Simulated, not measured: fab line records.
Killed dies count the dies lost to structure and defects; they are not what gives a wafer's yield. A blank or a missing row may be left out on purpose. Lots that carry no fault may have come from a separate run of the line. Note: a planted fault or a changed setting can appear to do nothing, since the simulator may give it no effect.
Comparing a struck lot with a sound one    flow n5Finfet    40 out of 1938 route steps
Sound: wafers L543.2, L543.4, L543.5. Wafers struck: L548.1, L548.2, L548.3. The cause comes at the end.
Each step with rows lists, per side, the tool, then ch with its chambers, then its first start. Under that, the readings that differ: sound wafers    struck wafers    difference of the means    sigmas: that difference in standard deviations of wafers without a fault.
alike: same words and numbers on both sides, and readings whose means sit less than 2 such deviations apart. not compared: any withheld reading, any reading some wafer has no value for, any bound like >300 that may hide the same value, and any number with overlapping values for which the record gives no deviation.
A row with sigmas, a row that says differs or no value, or rows on one side alone: a step with any of these is where the two part. Non-overlapping numbers with no deviation appear without sigmas and do not part them. A reading missing from all wafers of one side parts the sides only when that side holds two or more wafers.

first, 12 steps without rows for these wafers: N5_SD_EPI_N_STRIP_36 (strips in N2/H2); N5_SD_EPI_N_ETCHBACK_44 (etches SiNx in CH3F/O2, stops on SiO2, target depth 14.5 nm); N5_SD_EPI_N_ETCH_45 (etches SiOCN in CH3F/O2, target depth 6 nm); N5_SD_EPI_N_ETCH_16 (etches SiO2 in CHF3/O2, target depth 5 nm); N5_SD_EPI_N_STRIP_47 (strips in CHF3/O2); N5_SD_EPI_N_SD_RECESS_17 (chemistry HBr/Cl2/O2, target depth 41 nm, time 23.7 s, bt time 3 s); N5_SD_EPI_N_STRIP_38 (strips in N2/H2); N5_SD_EPI_N_WET_ETCH_43 (etches SiO2 in dHF, time 14 s, target depth 1.5 nm); N5_SD_EPI_N_STRIP_18 (strips in SPM, time 750 s); N5_SD_EPI_N_SRD_20 (time 30 s); N5_SD_EPI_N_PRECLEAN_48 (cleans in NF3:NH3, afs cycles 2, time 20 s, sublimation time 60 s); N5_SD_EPI_N_VAPOR_ETCH_50 (etches Si in HCl, time 54 s).
N5_SD_EPI_N_EPI_21: deposits Si:P, time 690 s.
  sound on epiRpcvd-01 ch 0, day 4 04:30; struck on epiRpcvd-01 ch 0, day 5 08:03
then, 24 steps without rows for these wafers: N5_SD_EPI_N_PRECLEAN_24 (cleans in O3/DIW, time 60 s); N5_SD_EPI_N_SRD_25 (time 30 s); N5_SD_EPI_N_PRECLEAN_49 (cleans in NF3:NH3, afs cycles 1, time 20 s, sublimation time 60 s); N5_SD_EPI_N_LINER_46 (material SiNx, target thk 3 nm); N5_SD_EPI_P_COAT_34 (time 60 s, resist thk 350 nm); N5_SD_EPI_P_COAT_35 (time 60 s, resist thk 35 nm); N5_SD_EPI_P_COAT_03 (resist thk 150 nm); N5_SD_EPI_P_EBR_05; N5_SD_EPI_P_SOFTBAKE_04 (time 60 s); N5_SD_EPI_P_EXPOSE_06 (exposes mask SD P BLK, target cd 240 nm); N5_SD_EPI_P_PEB_07 (peb time 60 s); N5_SD_EPI_P_DEVELOP_08 (develop time 30 s); N5_SD_EPI_P_DESCUM_14 (chemistry O2, time 7.9 s); N5_SD_EPI_P_ETCH_36 (etches SiARC in CF4, target depth 45.5 nm, time 75.8 s); N5_SD_EPI_P_ETCH_37 (etches SOC in N2/H2, overetch 108 nm, time 486 s); N5_SD_EPI_P_STRIP_38 (strips in N2/H2); N5_SD_EPI_P_ETCHBACK_46 (etches SiNx in CH3F/O2, stops on SiO2, target depth 17.5 nm); N5_SD_EPI_P_ETCH_47 (etches SiOCN in CH3F/O2, target depth 25 nm); N5_SD_EPI_P_ETCH_16 (etches SiO2 in CHF3/O2, target depth 5 nm); N5_SD_EPI_P_STRIP_50 (strips in CHF3/O2); N5_SD_EPI_P_SD_RECESS_17 (chemistry HBr/Cl2/O2, target depth 39.1 nm, bt time 3 s); N5_SD_EPI_P_WET_ETCH_45 (etches SiO2 in dHF, time 10.7 s, target depth 2 nm, rinse time 30 s); N5_SD_EPI_P_STRIP_40 (strips in N2/H2); N5_SD_EPI_P_PRECLEAN_52 (cleans in O3/DIW, time 60 s).
N5_SD_ACTIVATION_RS_MEAS_03: measures by four-point-probe.
  struck on filmMetro-02, day 5 14:55; sound on filmMetro-02, day 4 11:42
reading           sound           struck          difference  sigmas
RS_SD_N (ohm/sq)  22.9 22.4 22.7  20.6 20.8 20.9  -1.9        -6
  alike: RS_SD_P
-- here the record skips 4 days between the struck wafers' starts before and after, leaving off in module SD_ACTIVATION and picking up in module BEOL_M4 (first step shown: number 1111 of the route) --
N5_BEOL_M4_RC_MEAS_101:
  sound on prober-02 ch 0, day 8 17:12; struck on prober-02 ch 0, day 9 14:12
reading           sound           struck          difference  sigmas
DIBL_N (mV/V)     34.9 35.7 34.6  39.7 38.0 39.3  +3.9        +2
IOFF_N (nA/um)    0.14 0.14 0.13  0.24 0.20 0.21  +0.08       +3
REXT_N (ohm.um)   76.1 74.9 74.6  70.0 70.9 70.1  -4.9        -3
RS_SD_N (ohm/sq)  29.3 29.2 29.2  26.3 27.0 26.9  -2.5        -6
VT_N (mV)         253 255 254     244 245 248     -8          -3
  alike: DIBL_P, IOFF_P, ION_N, ION_P, RC_DENSE_N, RC_N, SS_N, SS_P, VT_P
then, 1 step without rows for these wafers: N5_PASSIVATION_PROBE_49.

WHERE THEY PART
First at N5_SD_ACTIVATION_RS_MEAS_03; last, within this record, at N5_BEOL_M4_RC_MEAS_101.

WHY: what the simulator had put in
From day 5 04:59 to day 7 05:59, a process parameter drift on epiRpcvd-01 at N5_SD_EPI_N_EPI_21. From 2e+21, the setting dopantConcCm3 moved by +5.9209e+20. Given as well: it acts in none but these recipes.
